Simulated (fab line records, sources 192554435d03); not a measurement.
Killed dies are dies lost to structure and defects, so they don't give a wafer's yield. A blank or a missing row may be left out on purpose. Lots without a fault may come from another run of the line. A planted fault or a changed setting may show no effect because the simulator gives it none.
Chamber matching | flow n5_finfet | N5_HKMG_FIN_ALD_75 on ald_hk-02: 4 sister chambers
The step deposits Al2O3, target thk 1 nm, co reactant pulse time 1 s. 4 wafers are shown with their chamber, then 9 later ones without.

WAFERS WITH THEIR CHAMBER
wafer  | chamber | heater_power_w (W)
L076.1 | 1       | 157
L084.1 | 0       | 159
L084.2 | 3       | 164
L084.4 | 2       | 145

WAFERS WITHOUT THEIR CHAMBER
wafer  | heater_power_w (W)
L086.2 | 144
L086.3 | 158
L086.6 | 163
L089.1 | 164
L089.2 | 160
L089.5 | 147
L093.2 | 152
L093.4 | 145
L093.6 | 167

WHICH CHAMBER EACH WENT THROUGH
wafer  | from the rows above          | in truth
L086.2 | 2                            | 2
L086.3 | can't be placed: 0 or 1      | 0
L086.6 | can't be placed: 3 or 0      | 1
L089.1 | 3                            | 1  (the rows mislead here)
L089.2 | can't be placed: 0 or 1 or 3 | 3
L089.5 | 2                            | 2
L093.2 | can't be placed: 1 or 0 or 2 | 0
L093.4 | 2                            | 2
L093.6 | 3                            | 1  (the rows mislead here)
Placed correctly: 3 of 9. Can't be placed from these rows: 4 (the true chamber is among the candidates in 3). Placed wrongly: 2.
How it was worked out, from the rows above alone: a wafer's distance from a chamber is the root of the sum, over the readings, of the square of ((its reading less the chamber's mean) divided by the reading's scatter). The wafer belongs to the nearest chamber; if the next one is less than 2 further off, it can't be placed. A chamber's mean is the mean of its shown wafers. The scatter: with one shown wafer a chamber, the root of the mean of the squares of how far each hidden wafer lies from its nearest shown one.
